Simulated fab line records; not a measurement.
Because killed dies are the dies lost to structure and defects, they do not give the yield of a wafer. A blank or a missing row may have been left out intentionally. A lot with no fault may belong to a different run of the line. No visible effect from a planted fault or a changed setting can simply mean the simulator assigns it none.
Chamber matching || flow nand harc || pecvd-04 running NHARC_A_STAIRCASE_DEP_280: 3 sister chambers
The step deposits SiON, target thk 30 nm. 16 wafers are shown with their chamber, then 8 later ones without.

== WAFERS WITH THEIR CHAMBER ==
{"wafer": "L075.2", "chamber": 2, "showerhead vpp V (V)": 1152, "heater power w (W)": 708}
{"wafer": "L075.4", "chamber": 0, "showerhead vpp V (V)": 1069, "heater power w (W)": 719}
{"wafer": "L075.6", "chamber": 1, "showerhead vpp V (V)": 1137, "heater power w (W)": 772}
{"wafer": "L076.4", "chamber": 0, "showerhead vpp V (V)": 1071, "heater power w (W)": 666}
{"wafer": "L076.5", "chamber": 2, "showerhead vpp V (V)": 1153, "heater power w (W)": 746}
{"wafer": "L076.6", "chamber": 1, "showerhead vpp V (V)": 1127, "heater power w (W)": 733}
{"wafer": "L084.1", "chamber": 2, "showerhead vpp V (V)": 1160, "heater power w (W)": 823}
{"wafer": "L084.5", "chamber": 2, "showerhead vpp V (V)": 1149, "heater power w (W)": 842}
{"wafer": "L084.6", "chamber": 0, "showerhead vpp V (V)": 1090, "heater power w (W)": 627}
{"wafer": "L085.2", "chamber": 1, "showerhead vpp V (V)": 1110, "heater power w (W)": 670}
{"wafer": "L085.3", "chamber": 2, "showerhead vpp V (V)": 1148, "heater power w (W)": 809}
{"wafer": "L085.6", "chamber": 2, "showerhead vpp V (V)": 1157, "heater power w (W)": 835}
{"wafer": "L087.1", "chamber": 2, "showerhead vpp V (V)": 1159, "heater power w (W)": 774}
{"wafer": "L087.5", "chamber": 2, "showerhead vpp V (V)": 1142, "heater power w (W)": 811}
{"wafer": "L087.6", "chamber": 1, "showerhead vpp V (V)": 1102, "heater power w (W)": 694}
{"wafer": "L089.2", "chamber": 2, "showerhead vpp V (V)": 1153, "heater power w (W)": 823}

SIGNATURES (averages over the wafers above)
{"reading": "showerhead vpp V", "chamber 0": 1076.67, "chamber 1": 1119.00, "chamber 2": 1152.56, "scatter within a chamber": 9.96}
{"reading": "heater power w", "chamber 0": 670.67, "chamber 1": 717.25, "chamber 2": 796.78, "scatter within a chamber": 45.1}
Rule: for each reading, subtract the chamber's mean from the wafer's reading, divide by that reading's scatter and square the result; add these up over the readings and take the root, which gives the wafer's distance from the chamber. If the next closest chamber is less than 2 further off than the closest, the wafer can't be placed; otherwise it belongs to the closest. How the scatter is found: for the shown wafers, subtract from each reading the mean of its chamber, square and add these, divide the total by (wafers less chambers), then take the root.

== WAFERS WITHOUT THEIR CHAMBER ==
{"wafer": "L089.4", "showerhead vpp V (V)": 1099, "heater power w (W)": 611}
{"wafer": "L089.5", "showerhead vpp V (V)": 1089, "heater power w (W)": 685}
{"wafer": "L093.2", "showerhead vpp V (V)": 1065, "heater power w (W)": 704}
{"wafer": "L093.4", "showerhead vpp V (V)": 1061, "heater power w (W)": 722}
{"wafer": "L093.6", "showerhead vpp V (V)": 1072, "heater power w (W)": 716}
{"wafer": "L097.2", "showerhead vpp V (V)": 1070, "heater power w (W)": 691}
{"wafer": "L097.3", "showerhead vpp V (V)": 1149, "heater power w (W)": 770}
{"wafer": "L097.5", "showerhead vpp V (V)": 1159, "heater power w (W)": 767}

== CHAMBER TAKEN BY EACH ==
{"wafer": "L089.4", "from the rows above": "can't be placed: 0 or 1", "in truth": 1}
{"wafer": "L089.5", "from the rows above": "can't be placed: 0 or 1", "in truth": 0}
{"wafer": "L093.2", "from the rows above": 0, "in truth": 0}
{"wafer": "L093.4", "from the rows above": 0, "in truth": 0}
{"wafer": "L093.6", "from the rows above": 0, "in truth": 0}
{"wafer": "L097.2", "from the rows above": 0, "in truth": 0}
{"wafer": "L097.3", "from the rows above": 2, "in truth": 2}
{"wafer": "L097.5", "from the rows above": 2, "in truth": 2}
Correct placement for 6 of the 8. From these rows, 2 cannot be placed; in 2 the true chamber is one of the candidates. Placed wrongly: 0.
